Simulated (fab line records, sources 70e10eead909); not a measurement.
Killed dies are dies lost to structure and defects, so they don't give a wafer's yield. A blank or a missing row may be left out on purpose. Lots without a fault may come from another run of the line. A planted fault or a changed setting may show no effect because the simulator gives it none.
A struck lot beside a sound one | flow nand_harc | 15 steps out of a route of 1302
Sound: wafers L411.1, L411.2, L411.5. Struck: wafer L404.2. (L404.1 of the same lot was not struck and is left out.) The cause comes at the end.
At each step with rows: each side's tool, then ch and its chambers, then its first start. Under that, the readings that differ: sound wafers | struck wafers | difference of the means | sigmas: that difference in standard deviations of wafers without a fault.
alike: readings whose means differ by less than 2 such deviations, and words and numbers that are the same on both sides. not compared: withheld readings, readings that some wafer has no value for, bounds like >300 that may hide the same value, and numbers for which the record gives no deviation and whose values overlap.
The two part at a step that has a row with sigmas, a row that says differs or no value, or rows on one side only. Numbers that don't overlap but have no deviation are shown without sigmas and don't part them. A reading that every wafer of one side lacks parts them only if that side has two wafers or more.

first, 6 steps without rows for these wafers: NHARC_A_CHANNEL_HOLE_D1_COAT_04 (resist thk 90 nm); NHARC_A_CHANNEL_HOLE_D1_SOFTBAKE_05 (time 55 s); NHARC_A_CHANNEL_HOLE_D1_EBR_06; NHARC_A_CHANNEL_HOLE_D1_EXPOSE_07 (exposes mask HOLE D1, target cd 100 nm); NHARC_A_CHANNEL_HOLE_D1_PEB_08 (peb time 65 s); NHARC_A_CHANNEL_HOLE_D1_DEVELOP_09 (develop time 35 s).
NHARC_A_CHANNEL_HOLE_D1_CD_MEAS_10: target cd 100 nm.
  sound on cd_sem-02 ch 0, day 18 05:56; struck on cd_sem-03 ch 0, day 15 07:03
  alike: cd_nm
NHARC_A_CHANNEL_HOLE_D1_OVL_MEAS_11:
  sound on overlay-02, day 18 06:01; struck on overlay-02, day 15 07:08
  alike: overlay_x_nm, overlay_y_nm
NHARC_A_CHANNEL_HOLE_D1_INSPECT_12:
  sound on defect_inspect-01, day 18 06:03; struck on defect_inspect-02, day 15 07:10
  alike: raw_defect_count
NHARC_A_CHANNEL_HOLE_D1_DESCUM_15: chemistry O2, time 3 s.
  sound on rie_diel-11 ch 0,2, day 18 06:07; struck on rie_diel-11 ch 0, day 15 07:14
  alike: drypump_motor_current_A, mfc_ar_sccm, oes_product_au, rf_vpp_V, showerhead_plenum_p_Torr, throttle_valve_pct
  not compared: rf_hours_counter_h
NHARC_A_CHANNEL_HOLE_D1_ETCH_38: etches the open film in CF4, target depth 39 nm, time 65 s.
  sound on rie_diel-11 ch 0,1, day 18 06:13; struck on rie_diel-11 ch 3, day 15 07:19
  alike: drypump_motor_current_A, mfc_ar_sccm, oes_product_au, rf_vpp_V, showerhead_plenum_p_Torr, throttle_valve_pct
  not compared: rf_hours_counter_h
NHARC_A_CHANNEL_HOLE_D1_ETCH_39: etches the open film in N2/H2, target depth 260 nm, time 325 s.
  sound on rie_diel-11 ch 0,1,2; struck on rie_diel-11 ch 0
  reading             | sound             | struck | difference | sigmas
  n2_flow_sccm (sccm) | 150.7 150.3 149.1 | 149.0  | -1.0       | -2
  alike: drypump_motor_current_A, mfc_ar_sccm, oes_product_au, rf_vpp_V, showerhead_plenum_p_Torr, throttle_valve_pct
  not compared: rf_hours_counter_h
NHARC_A_CHANNEL_HOLE_D1_ETCH_34: etches the open film in CF4/CHF3, target depth 154 nm, time 77 s.
  sound on rie_diel-11 ch 0,2, day 18 06:37; struck on rie_diel-11 ch 3, day 15 07:40
  reading                     | sound             | struck | difference | sigmas
  drypump_motor_current_A (A) | 5.5 5.2 5.2       | 6.0    | +0.7       | +2
  oes_product_au (a.u.)       | 0.953 0.956 0.962 | 0.851  | -0.106     | -5
  alike: mfc_ar_sccm, rf_vpp_V, showerhead_plenum_p_Torr, throttle_valve_pct
  not compared: rf_hours_counter_h
NHARC_A_CHANNEL_HOLE_D1_ETCH_16: etches the open film in O2/COS, target depth 3100 nm, time 806 s.
  sound on rie_diel-11 ch 0,1; struck on rie_diel-11 ch 3
  alike: drypump_motor_current_A, mfc_ar_sccm, oes_product_au, rf_vpp_V, showerhead_plenum_p_Torr, throttle_valve_pct
  not compared: rf_hours_counter_h
-- the record jumps here: 16 days lie between the struck wafers' starts before and after (it left off in module A_CHANNEL_HOLE_D1 and takes up again in module END, whose first step shown is number 1302 of the route) --
NHARC_END_SORT_01:
  the record has rows for the struck wafers here (prober-01 ch 0, day 31 03:01) and none for the sound ones

WHERE THEY PART
First at NHARC_A_CHANNEL_HOLE_D1_ETCH_39; last, within this record, at NHARC_END_SORT_01.

WHY: what the simulator had put in
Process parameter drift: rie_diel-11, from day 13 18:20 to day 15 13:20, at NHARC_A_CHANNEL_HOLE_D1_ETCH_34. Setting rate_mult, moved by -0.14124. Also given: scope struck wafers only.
